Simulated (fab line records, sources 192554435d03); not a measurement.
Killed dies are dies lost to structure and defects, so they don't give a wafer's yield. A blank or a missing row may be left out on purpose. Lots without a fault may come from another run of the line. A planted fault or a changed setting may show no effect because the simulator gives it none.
One fault seen from 2 desks | flow n5_finfet | each desk has only its own numbers; what lay behind them comes last

THE METROLOGY DESK
What the gauges read, lot by lot, whatever tool the lot ran on: means of the sampled wafers that have a number. A lot is out of limits, marked OUT, if its mean lies more than 4 standard deviations from the usual mean; the brackets give that distance. Of its 10 readings 7 are shown: those that lie furthest out on some lot.
Columns: A = DIBL_N at N5_BEOL_M4_RC_MEAS_101, usual 36.3 mV/V; B = IOFF_N at N5_BEOL_M4_RC_MEAS_101, usual 0.16 nA/um; C = IOFF_P at N5_BEOL_M4_RC_MEAS_101, usual 0.21 nA/um; D = ION_N at N5_BEOL_M4_RC_MEAS_101, usual 675 uA/um; E = ION_P at N5_BEOL_M4_RC_MEAS_101, usual 464 uA/um; F = VT_N at N5_BEOL_M4_RC_MEAS_101, usual 250 mV; G = VT_P at N5_BEOL_M4_RC_MEAS_101, usual -250 mV
lot  | first seen here | A    | B    | C    | D   | E   | F   | G
L791 | day 8 05:31     | 35.3 | 0.14 | 0.21 | 661 | 458 | 251 | -249
L792 | day 8 06:11     | 35.3 | 0.14 | 0.16 | 658 | 450 | 253 | -255
L799 | day 9 16:55     | 33.8 | 0.14 | 0.18 | 656 | 449 | 253 | -253
L800 | day 9 22:16     | 34.5 | 0.13 | 0.18 | 668 | 461 | 254 | -252
L811 | day 13 00:07    | 37.3 | 0.15 | 0.21 | 669 | 459 | 250 | -249
L806 | day 13 07:18    | 37.2 | 0.17 | 0.23 | 692 | 477 | 248 | -249
L808 | day 13 19:43    | 39.3 | 0.20 | 0.24 | 697 | 471 | 246 | -247
L807 | day 14 01:24    | 37.9 | 0.16 | 0.22 | 665 | 456 | 250 | -251
L813 | day 15 04:40    | 36.5 | 0.15 | 0.21 | 667 | 458 | 251 | -249
This desk's finding: nothing out of limits on any of the 9 lots.

THE TOOL OWNER'S DESK: litho_track-03
The tool's own readings at N5_FIN_SAQP_COAT_49 (time 60 s, resist thk 100 nm): means of the sampled wafers that have a number, for each lot that ran on this tool. A lot is out of limits, marked OUT, if its mean lies more than 4 standard deviations from the usual mean; the brackets give that distance.
Columns: A = heater_power_total_W at N5_FIN_SAQP_COAT_49, usual 500.5 W; B = run_length_s at N5_FIN_SAQP_COAT_49, usual 66.05 s
lot  | first seen here | A               | B
L800 | day 4 09:54     | 522.4 (+13) OUT | 62.13 (-22) OUT
This desk's finding: out of limits on L800; first on L800, day 4 09:54 (heater_power_total_W at N5_FIN_SAQP_COAT_49). In limits: none.

PUT TOGETHER
The tool owner's desk could have raised an alarm at day 4 09:54, on L800.
The metrology desk saw nothing out of limits.
The metrology desk has L800 on record, within its limits.
Of the lots named, all ran N5_FIN_SAQP_COAT_49 on litho_track-03.

WHAT THE SIMULATOR HAD PUT IN
Process parameter drift: litho_track-03, from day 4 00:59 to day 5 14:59, at N5_FIN_SAQP_COAT_49. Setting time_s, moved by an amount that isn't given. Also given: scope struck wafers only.
Lots struck among those shown: L800.
Hours from the fault's start to each desk's first reading out of limits: the tool owner's desk, 9.
